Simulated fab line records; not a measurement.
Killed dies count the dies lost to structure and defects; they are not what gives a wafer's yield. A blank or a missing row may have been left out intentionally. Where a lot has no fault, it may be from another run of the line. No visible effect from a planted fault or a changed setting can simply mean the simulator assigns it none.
Comparing a struck lot with a sound one ; flow nand harc ; 14 steps out of a route of 1159
Sound: the wafers L198.3, L198.4, L198.5. Struck: wafer L203.6 (left out: L203.2, L203.3 of the same lot, which were not struck); the cause appears at the end.
For every step that has rows: the tool of each side, followed by ch and its chambers, followed by its first start. Under that, the readings that differ: sound wafers ; struck wafers ; difference of the means ; sigmas: that difference in standard deviations of wafers without a fault.
alike: words and numbers the same on both sides, and readings whose means are apart by under 2 such deviations; not compared: readings that were withheld, readings missing a value for some wafer, numbers with overlapping values and no deviation given by the record, and bounds like >300 which may hide the same value.
Wherever a step has rows on one side only, a row that says differs or no value, or a row with sigmas, the two part there. When numbers do not overlap yet have no deviation, they are printed without sigmas and do not part them. A reading missing from all wafers of one side parts the sides only when that side holds two or more wafers.

NHARC_A_STAIRCASE_ETCH_221: etches the open film in C4F8/O2, target depth 100 nm, time 40.5 s.
  sound: rie diel-13 ch 0,2; struck: rie diel-13 ch 1
reading;sound;struck;difference;sigmas
oes product au (a.u.);0.958 0.950 0.943;0.916;-0.034;-2
  alike: rf vpp V
  not compared: rf hours counter h
then, 5 steps without rows for these wafers: NHARC_A_STAIRCASE_TRIM_222 (chemistry O2, time 211.2 s); NHARC_A_STAIRCASE_ETCH_223 (etches the open film in C4F8/O2, target depth 100 nm, time 40.5 s); NHARC_A_STAIRCASE_TRIM_224 (chemistry O2, time 211.2 s); NHARC_A_STAIRCASE_ETCH_225 (etches the open film in C4F8/O2, target depth 100 nm, time 40.5 s); NHARC_A_STAIRCASE_TRIM_226 (chemistry O2, time 211.2 s).
NHARC_A_STAIRCASE_ETCH_227: etches the open film in C4F8/O2, target depth 100 nm, time 40.5 s.
  sound: rie diel-13 ch 2,3; struck: rie diel-13 ch 0
  alike: oes product au, rf vpp V
  not compared: rf hours counter h
then, 1 step without rows for these wafers: NHARC_A_STAIRCASE_TRIM_229 (chemistry O2, time 211.2 s).
NHARC_A_STAIRCASE_ETCH_230: etches the open film in C4F8/O2, target depth 100 nm, time 40.5 s.
  sound: rie diel-05 ch 0,3; struck: rie diel-13 ch 0
  alike: oes product au, rf vpp V
  not compared: rf hours counter h
NHARC_A_STAIRCASE_TRIM_231: chemistry O2, time 211.2 s.
  sound: rie diel-05 ch 1,3; struck: rie diel-13 ch 0
  alike: drypump motor current A, oes product au, rf vpp V, showerhead plenum p Torr, throttle valve pct
  not compared: rf hours counter h
then, 1 step without rows for these wafers: NHARC_A_STAIRCASE_ETCH_232 (etches the open film in C4F8/O2, target depth 100 nm, time 40.5 s).
NHARC_A_STAIRCASE_TRIM_233: chemistry O2, time 211.2 s.
  sound on rie diel-05 ch 1,2,3, day 13 14:17; struck on rie diel-13 ch 0, day 15 10:14
reading;sound;struck;difference;sigmas
oes product au (a.u.);0.997 1.001 1.004;1.376;+0.375;+25
  alike: drypump motor current A, rf vpp V, showerhead plenum p Torr, throttle valve pct
  not compared: rf hours counter h
NHARC_A_STAIRCASE_ETCH_234: etches the open film in C4F8/O2, target depth 100 nm, time 40.5 s.
  sound: rie diel-05 ch 1,3; struck: rie diel-13 ch 0
  alike: oes product au, rf vpp V
  not compared: rf hours counter h
-- record jumps: 8 days between struck wafers' starts before vs after; left off in module A_STAIRCASE, resumes in module END, first step shown is number 1159 of the route --
NHARC_END_SORT_01:
  sound on prober-02 ch 0, day 21 23:43; struck on prober-02 ch 0, day 23 11:17
reading;sound;struck;difference;sigmas
hold;- - -;await dispo/4.3h/release;no value on the sound wafers;
killed at array;21 31 35;676;+647;+59
killed at periphery;5 10 6;1;-6;-2
killed dies;26 41 41;677;+641;+58
  alike: killed at other, killed open, killed short

WHERE THEY PART
At NHARC_A_STAIRCASE_ETCH_221 first; at NHARC_END_SORT_01 last (within this record only).

WHY: the cause the simulator had injected
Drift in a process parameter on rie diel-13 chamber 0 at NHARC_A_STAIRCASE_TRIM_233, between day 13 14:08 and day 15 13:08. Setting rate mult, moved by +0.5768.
